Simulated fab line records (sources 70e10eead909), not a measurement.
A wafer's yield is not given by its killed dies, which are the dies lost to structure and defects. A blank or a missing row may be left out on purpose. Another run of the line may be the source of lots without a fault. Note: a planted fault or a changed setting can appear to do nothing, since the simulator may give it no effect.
Matching of chambers	flow nand-harc	4 sister chambers for NHARC_A_CONTACT_DESCUM_47 on rie-diel-13
The step chemistry O2, time 3 s. 14 wafers are shown with their chamber, then 7 later ones without.

WAFERS PAIRED WITH THEIR CHAMBERS
wafer	chamber	drypump-motor-current-A (A)	showerhead-plenum-p-Torr (Torr)	rf-vpp-V (V)
L077.2	2	5.9	1.81	55.9
L077.3	1	6.6	1.88	57.0
L077.5	2	5.9	1.81	56.5
L076.2	3	6.2	1.87	58.3
L076.4	1	6.7	1.88	57.5
L076.6	0	5.7	1.90	56.7
L082.1	3	6.2	1.86	57.4
L082.4	0	5.7	1.90	57.0
L082.6	0	5.7	1.90	58.0
L085.1	1	6.7	1.87	58.2
L085.5	0	5.7	1.89	58.2
L085.6	1	6.7	1.87	58.0
L094.1	2	5.9	1.80	57.1
L094.3	1	6.6	1.87	57.5

SIGNATURES (averages over the wafers above)
reading	chamber 0	chamber 1	chamber 2	chamber 3	scatter within a chamber
drypump-motor-current-A	5.700	6.660	5.900	6.200	0.0346
showerhead-plenum-p-Torr	1.8975	1.8740	1.8067	1.8650	0.00558
rf-vpp-V	57.475	57.640	56.500	57.850	0.604
Rule: a wafer's distance from a chamber is the root of the sum, over the readings, of the square of ((its reading less the chamber's mean) divided by the reading's scatter). The wafer belongs to the nearest chamber; if the next one is less than 2 further off, it can't be placed. The scatter is the square root of a quotient: the sum, over the shown wafers, of each reading's squared deviation from its chamber's mean, divided by wafers minus chambers.

WAFERS MISSING THEIR CHAMBER
wafer	drypump-motor-current-A (A)	showerhead-plenum-p-Torr (Torr)	rf-vpp-V (V)
L094.4	6.2	1.86	57.3
L093.1	5.7	1.89	57.8
L093.3	6.7	1.87	58.3
L093.4	5.9	1.80	58.0
L097.1	5.9	1.79	56.0
L097.3	6.2	1.85	58.0
L097.5	5.9	1.79	57.3

CHAMBER TAKEN BY EACH
wafer	from the rows above	in truth
L094.4	3	3
L093.1	0	0
L093.3	1	1
L093.4	2	2
L097.1	2	2
L097.3	3	3
L097.5	2	2
Correct placement for 7 of the 7. Not placeable from these rows: 0. 0 placed wrongly.
